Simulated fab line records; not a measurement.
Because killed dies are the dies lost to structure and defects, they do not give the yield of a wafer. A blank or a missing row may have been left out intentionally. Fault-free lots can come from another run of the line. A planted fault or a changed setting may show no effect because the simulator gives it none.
Chamber matching :: flow n5_finfet :: rie_diel-06 running N5_FIN_SAQP_ETCH_52: 4 sister chambers
The step etches SOC in N2/H2, target depth 100 nm, overetch 20 nm, time 150 s. 4 wafers are shown with their chamber, then 6 later ones without.

## WAFERS PAIRED WITH THEIR CHAMBERS
wafer: L290.3
chamber: 0
drypump_motor_current_A (A): 5.3

wafer: L292.1
chamber: 3
drypump_motor_current_A (A): 4.9

wafer: L293.4
chamber: 1
drypump_motor_current_A (A): 5.9

wafer: L293.6
chamber: 2
drypump_motor_current_A (A): 5.3

## WAFERS MISSING THEIR CHAMBER
wafer: L295.1
drypump_motor_current_A (A): 5.0

wafer: L295.3
drypump_motor_current_A (A): 5.3

wafer: L295.5
drypump_motor_current_A (A): 5.9

wafer: L297.2
drypump_motor_current_A (A): 5.9

wafer: L297.4
drypump_motor_current_A (A): 5.3

wafer: L297.5
drypump_motor_current_A (A): 5.9

## WHICH CHAMBER EACH WENT THROUGH
wafer: L295.1
from the rows above: 3
in truth: 3

wafer: L295.3
from the rows above: can't be placed: 0 or 2
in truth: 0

wafer: L295.5
from the rows above: 1
in truth: 1

wafer: L297.2
from the rows above: 1
in truth: 1

wafer: L297.4
from the rows above: can't be placed: 0 or 2
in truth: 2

wafer: L297.5
from the rows above: 1
in truth: 1
Correct placement for 4 of the 6. Cannot be placed on the basis of these rows: 2; the candidates contain the true chamber in 2. Number placed wrongly: 0.
How it was worked out, from the rows above alone: a wafer's distance from a chamber is the root of the sum, over the readings, of the square of ((its reading less the chamber's mean) divided by the reading's scatter). If the next closest chamber is less than 2 further off than the closest, the wafer can't be placed; otherwise it belongs to the closest. Each chamber's mean is taken over the wafers shown for it. The scatter: with one shown wafer a chamber, the root of the mean of the squares of how far each hidden wafer lies from its nearest shown one.
